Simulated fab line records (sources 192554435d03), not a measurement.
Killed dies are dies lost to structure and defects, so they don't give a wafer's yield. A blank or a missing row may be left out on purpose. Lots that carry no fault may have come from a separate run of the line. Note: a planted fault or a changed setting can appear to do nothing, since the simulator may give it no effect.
Matching of chambers / flow n5 finfet / N5_MOL_CONTACT_COAG_VIA_ETCH_117 on rie diel-05: 4 sister chambers
The step etches SiO2 in C4F6/O2, target depth 40 nm, overetch 8 nm, time 26 s. 22 wafers are shown with their chamber, then 11 later ones without.

EACH WAFER AND ITS CHAMBER
wafer=L076.1; chamber=1; rf vpp V (V)=1588; showerhead plenum p Torr (Torr)=2.95; drypump motor current A (A)=6.1
wafer=L076.4; chamber=1; rf vpp V (V)=1589; showerhead plenum p Torr (Torr)=2.95; drypump motor current A (A)=6.1
wafer=L076.6; chamber=0; rf vpp V (V)=1483; showerhead plenum p Torr (Torr)=2.94; drypump motor current A (A)=5.1
wafer=L077.2; chamber=2; rf vpp V (V)=1583; showerhead plenum p Torr (Torr)=2.60; drypump motor current A (A)=5.5
wafer=L077.3; chamber=0; rf vpp V (V)=1481; showerhead plenum p Torr (Torr)=2.94; drypump motor current A (A)=5.1
wafer=L077.4; chamber=1; rf vpp V (V)=1588; showerhead plenum p Torr (Torr)=2.95; drypump motor current A (A)=6.1
wafer=L080.1; chamber=1; rf vpp V (V)=1588; showerhead plenum p Torr (Torr)=2.94; drypump motor current A (A)=6.2
wafer=L080.2; chamber=2; rf vpp V (V)=1585; showerhead plenum p Torr (Torr)=2.59; drypump motor current A (A)=5.5
wafer=L080.3; chamber=3; rf vpp V (V)=1550; showerhead plenum p Torr (Torr)=2.82; drypump motor current A (A)=5.5
wafer=L081.2; chamber=3; rf vpp V (V)=1551; showerhead plenum p Torr (Torr)=2.82; drypump motor current A (A)=5.5
wafer=L081.4; chamber=3; rf vpp V (V)=1551; showerhead plenum p Torr (Torr)=2.82; drypump motor current A (A)=5.5
wafer=L081.6; chamber=1; rf vpp V (V)=1589; showerhead plenum p Torr (Torr)=2.94; drypump motor current A (A)=6.2
wafer=L082.2; chamber=3; rf vpp V (V)=1551; showerhead plenum p Torr (Torr)=2.82; drypump motor current A (A)=5.6
wafer=L082.3; chamber=1; rf vpp V (V)=1587; showerhead plenum p Torr (Torr)=2.94; drypump motor current A (A)=6.2
wafer=L082.6; chamber=2; rf vpp V (V)=1585; showerhead plenum p Torr (Torr)=2.59; drypump motor current A (A)=5.5
wafer=L085.4; chamber=2; rf vpp V (V)=1582; showerhead plenum p Torr (Torr)=2.59; drypump motor current A (A)=5.4
wafer=L085.5; chamber=1; rf vpp V (V)=1588; showerhead plenum p Torr (Torr)=2.94; drypump motor current A (A)=6.1
wafer=L085.6; chamber=2; rf vpp V (V)=1585; showerhead plenum p Torr (Torr)=2.59; drypump motor current A (A)=5.5
wafer=L088.1; chamber=2; rf vpp V (V)=1584; showerhead plenum p Torr (Torr)=2.59; drypump motor current A (A)=5.5
wafer=L088.2; chamber=0; rf vpp V (V)=1483; showerhead plenum p Torr (Torr)=2.93; drypump motor current A (A)=5.1
wafer=L088.3; chamber=1; rf vpp V (V)=1589; showerhead plenum p Torr (Torr)=2.94; drypump motor current A (A)=6.2
wafer=L090.2; chamber=0; rf vpp V (V)=1482; showerhead plenum p Torr (Torr)=2.93; drypump motor current A (A)=5.1

SIGNATURES, as means of the wafers listed above
reading=rf vpp V; chamber 0=1482.25; chamber 1=1588.25; chamber 2=1584.00; chamber 3=1550.75; scatter within a chamber=0.913
reading=showerhead plenum p Torr; chamber 0=2.9350; chamber 1=2.9438; chamber 2=2.5917; chamber 3=2.8200; scatter within a chamber=0.00454
reading=drypump motor current A; chamber 0=5.100; chamber 1=6.150; chamber 2=5.483; chamber 3=5.525; scatter within a chamber=0.0446
Rule: distance of a wafer from a chamber = root of the sum over the readings of ((wafer's reading minus chamber's mean) / reading's scatter) squared. The wafer belongs to the nearest chamber; if the next one is less than 2 further off, it can't be placed. The scatter is the square root of a quotient: the sum, over the shown wafers, of each reading's squared deviation from its chamber's mean, divided by wafers minus chambers.

WAFERS WITHOUT THEIR CHAMBER
wafer=L090.3; rf vpp V (V)=1587; showerhead plenum p Torr (Torr)=2.93; drypump motor current A (A)=6.2
wafer=L090.5; rf vpp V (V)=1480; showerhead plenum p Torr (Torr)=2.93; drypump motor current A (A)=5.1
wafer=L091.3; rf vpp V (V)=1583; showerhead plenum p Torr (Torr)=2.58; drypump motor current A (A)=5.4
wafer=L091.4; rf vpp V (V)=1550; showerhead plenum p Torr (Torr)=2.81; drypump motor current A (A)=5.6
wafer=L091.6; rf vpp V (V)=1589; showerhead plenum p Torr (Torr)=2.93; drypump motor current A (A)=6.2
wafer=L095.3; rf vpp V (V)=1483; showerhead plenum p Torr (Torr)=2.92; drypump motor current A (A)=5.1
wafer=L095.5; rf vpp V (V)=1481; showerhead plenum p Torr (Torr)=2.92; drypump motor current A (A)=5.1
wafer=L095.6; rf vpp V (V)=1588; showerhead plenum p Torr (Torr)=2.93; drypump motor current A (A)=6.2
wafer=L096.2; rf vpp V (V)=1482; showerhead plenum p Torr (Torr)=2.92; drypump motor current A (A)=5.1
wafer=L096.3; rf vpp V (V)=1587; showerhead plenum p Torr (Torr)=2.93; drypump motor current A (A)=6.1
wafer=L096.5; rf vpp V (V)=1549; showerhead plenum p Torr (Torr)=2.81; drypump motor current A (A)=5.5

EACH ONE'S CHAMBER
wafer=L090.3; from the rows above=1; in truth=1
wafer=L090.5; from the rows above=0; in truth=0
wafer=L091.3; from the rows above=2; in truth=2
wafer=L091.4; from the rows above=3; in truth=3
wafer=L091.6; from the rows above=1; in truth=1
wafer=L095.3; from the rows above=0; in truth=0
wafer=L095.5; from the rows above=0; in truth=0
wafer=L095.6; from the rows above=1; in truth=1
wafer=L096.2; from the rows above=0; in truth=0
wafer=L096.3; from the rows above=1; in truth=1
wafer=L096.5; from the rows above=3; in truth=3
Correctly placed: 11 of 11. Not placeable from these rows: 0. Placed wrongly: 0.
